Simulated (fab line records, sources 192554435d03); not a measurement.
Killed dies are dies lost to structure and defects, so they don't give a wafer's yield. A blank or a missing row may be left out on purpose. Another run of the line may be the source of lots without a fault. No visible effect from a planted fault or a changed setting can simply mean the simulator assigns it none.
Split-lot trial | flow n5-finfet | 7 lots, 21 wafers read, on a route of 1938 steps

ABOUT THE SPLIT
At N5_BEOL_M7_ILD_DEP_00 (deposits SiCOH lowk from DEMS/porogen, target thk 179.75 nm, time 33.4 s), the setting time-s was moved away from the recipe's 33.4 s on 4 of the 21 wafers read, by -13.4% to +12.4%. The other wafers ran this setting at the recipe's value.

FROM THE SPLIT TO THE READING: what the file shows between them, 1 step
- N5_BEOL_M7_CURE_74: cures SiCOH lowk, time 240 s

THE READING
M7_ILD_THK, in nm, at N5_BEOL_M7_THK_MEAS_01. On this fab line, fault-free wafers typically give 155.6 nm with a standard deviation of 1.9 nm.

wafer  | tool, chamber at the split | time-s as run, s | against the recipe | M7_ILD_THK, nm | against lot-mates on the recipe
L075.2 | pecvd-04, 0                | 33.4             | recipe             | 154.9          | -
L075.3 | pecvd-04, 1                | 33.4             | recipe             | 153.6          | -
L075.5 | pecvd-04, 0                | 33.4             | recipe             | 154.8          | -
L076.2 | pecvd-01, 2,0              | 29.9             | -10.5%             | 138.7          | -19.5
L076.3 | pecvd-01, 2,0              | 29.9             | -10.5%             | 138.6          | -19.6
L076.6 | pecvd-01, 0                | 33.4             | recipe             | 158.2          | -
L080.2 | pecvd-04, 0                | 33.4             | recipe             | 151.9          | -
L080.3 | pecvd-04, 1                | 37.55            | +12.4%             | 175.1          | +21.8
L080.5 | pecvd-04, 1                | 33.4             | recipe             | 154.6          | -
L082.3 | pecvd-01, 1                | 33.4             | recipe             | 153.6          | -
L082.4 | pecvd-01, 1                | 33.4             | recipe             | 157.0          | -
L082.6 | pecvd-01, 2                | 33.4             | recipe             | 158.1          | -
L086.1 | pecvd-01, 0                | 33.4             | recipe             | 155.3          | -
L086.4 | pecvd-01, 1                | 33.4             | recipe             | 159.6          | -
L086.5 | pecvd-01, 2                | 33.4             | recipe             | 158.6          | -
L085.2 | pecvd-04, 2                | 28.94            | -13.4%             | 132.0          | -20.6
L085.3 | pecvd-04, 1                | 33.4             | recipe             | 151.0          | -
L085.4 | pecvd-04, 1                | 33.4             | recipe             | 154.1          | -
L096.1 | pecvd-02, 2                | 33.4             | recipe             | 154.6          | -
L096.4 | pecvd-02, 0                | 33.4             | recipe             | 157.5          | -
L096.6 | pecvd-02, 1                | 33.4             | recipe             | 159.3          | -
The file does not say which wafer passed through which chamber wherever a row lists several chambers: such a row stands for several wafers.

THE FIT
A straight line over all 21 wafers: M7_ILD_THK changes by +1.65 nm for each +1% of time-s; r = +0.96; the points scatter about the line by 2.4 nm.
The same after taking each lot's own level away (the mean of its wafers on the recipe; 21 wafers): +1.73 nm for each +1%; r = +0.98; scatter 1.7 nm.
Per that fit: largest time-s move, reading shift of 23 nm.
The lots' own levels span 152.55 to 158.20 nm, that is 3.0 times the standard deviation above.
Consequently the slope shifts little with the lot-to-lot level, the two slopes agreeing.
Check: -24.4 nm against its lot-mates is what the line predicts for one of the wafers moved furthest among these (-13.4%) when that wafer is left out of the fit. It came out at -20.6 nm against them.

THESE WAFERS: OTHER SPLITS
Note: prior to the reading, these wafers also went through further splits. Each is held against what the fit with the lots' levels taken away leaves over:
other split on the same wafers    | wafers away from the commonest value | r with M7_ILD_THK (lot level and that fit taken away)
N5_BEOL_M6_HM_DEP_02 target-thk-a | 4                                    | +0.25

THE WHOLE CHAIN: every reading that the file lists as answering this split, in the file's order
step                   | what it does                                                             | reading                                                                                  | change (the file's fit)              | r (the file's)
N5_BEOL_M7_ILD_DEP_00  | deposits SiCOH lowk from DEMS/porogen, target thk 179.75 nm, time 33.4 s | SiCOH_lowk_of_BEOL_M7_ILD_DEP_00.thk-nm (the simulator's own value, which no gauge read) | +1.95 nm for each +1% of the setting | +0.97
N5_BEOL_M7_CURE_74     | cures SiCOH lowk, time 240 s                                             | SiCOH_lowk_of_BEOL_M7_ILD_DEP_00.thk-nm (the simulator's own value, which no gauge read) | +1.7 nm for each +1% of the setting  | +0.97
N5_BEOL_M7_THK_MEAS_01 |                                                                          | M7_ILD_THK                                                                               | +1.7 for each +1% of the setting     | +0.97

FILE'S OWN FIT
M7_ILD_THK changes by +1.7 nm for each +1% of time-s, r = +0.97.
